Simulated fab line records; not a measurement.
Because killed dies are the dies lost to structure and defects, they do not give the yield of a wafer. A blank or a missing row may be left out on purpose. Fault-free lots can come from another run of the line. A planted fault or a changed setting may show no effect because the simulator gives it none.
2 desks, one fault -- flow nand_harc -- only its own numbers are on each desk; what lay behind them is given at the end

## FROM THE METROLOGY DESK
What the gauges read, lot by lot, whatever tool the lot ran on: means of the sampled wafers that have a number. If a lot's mean is further than 4 standard deviations from the usual mean, the lot is out of limits and carries the mark OUT (the distance appears in the brackets).
Columns: A = cd_nm at NHARC_A_ZERO_WELL_CD_MEAS_10, usual 2001.3 nm
lot,first seen here,A
L642,day 7 05:06,1999.1
L643,day 7 10:07,2001.8
L644,day 7 23:19,2000.2
L645,day 8 06:50,2002.9
L647,day 8 19:34,1999.7
L649,day 9 21:59,2000.0
L650,day 10 00:39,1999.6
L652,day 11 00:36,2002.7
L653,day 11 13:08,2001.1
L654,day 11 16:53,2003.3
L660,day 14 12:37,2001.0
L661,day 14 20:32,2001.7
L662,day 15 18:28,1999.0
This desk's finding: nothing out of limits on any of the 13 lots.

## THE TOOL OWNER'S DESK: litho_track-05
Per lot that ran on this tool, the mean of the sampled wafers carrying a number, from the tool's own readings at NHARC_A_ZERO_WELL_SOFTBAKE_05 (time 70 s). If a lot's mean is further than 4 standard deviations from the usual mean, the lot is out of limits and carries the mark OUT (the distance appears in the brackets).
Columns: A = heater_power_total_W at NHARC_A_ZERO_WELL_SOFTBAKE_05, usual 201.0 W
lot,first seen here,A
L644,day 7 22:00,200.4
L645,day 8 06:00,200.9
L650,day 10 00:00,201.6
L652,day 11 00:00,201.1
L653,day 11 12:00,200.8
L660,day 14 12:00,217.9 (+13) OUT
L661,day 14 20:00,211.4 (+8.0) OUT
L662,day 15 18:00,212.2 (+8.6) OUT
This desk's verdict: out of limits on L660, L661, L662, starting with L660 at day 14 12:00 (heater_power_total_W at NHARC_A_ZERO_WELL_SOFTBAKE_05). Within limits: L644, L645, L650, L652, L653.

## TAKEN TOGETHER
On L660, L661, L662, at day 14 12:00, an alarm was possible from the tool owner's desk.
The metrology desk saw nothing out of limits.
The metrology desk has L660, L661, L662 on record, within its limits.
NHARC_A_ZERO_WELL_SOFTBAKE_05 was run on litho_track-05 by each of the lots named.

## WHAT THE SIMULATOR HAD INSERTED
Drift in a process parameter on litho_track-05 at NHARC_A_ZERO_WELL_SOFTBAKE_05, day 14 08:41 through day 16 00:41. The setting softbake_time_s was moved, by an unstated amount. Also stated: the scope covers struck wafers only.
Struck lots among those shown: L660, L661, L662.
How many hours passed from the start of the fault until each desk's first out-of-limits reading: the tool owner's desk, 3.
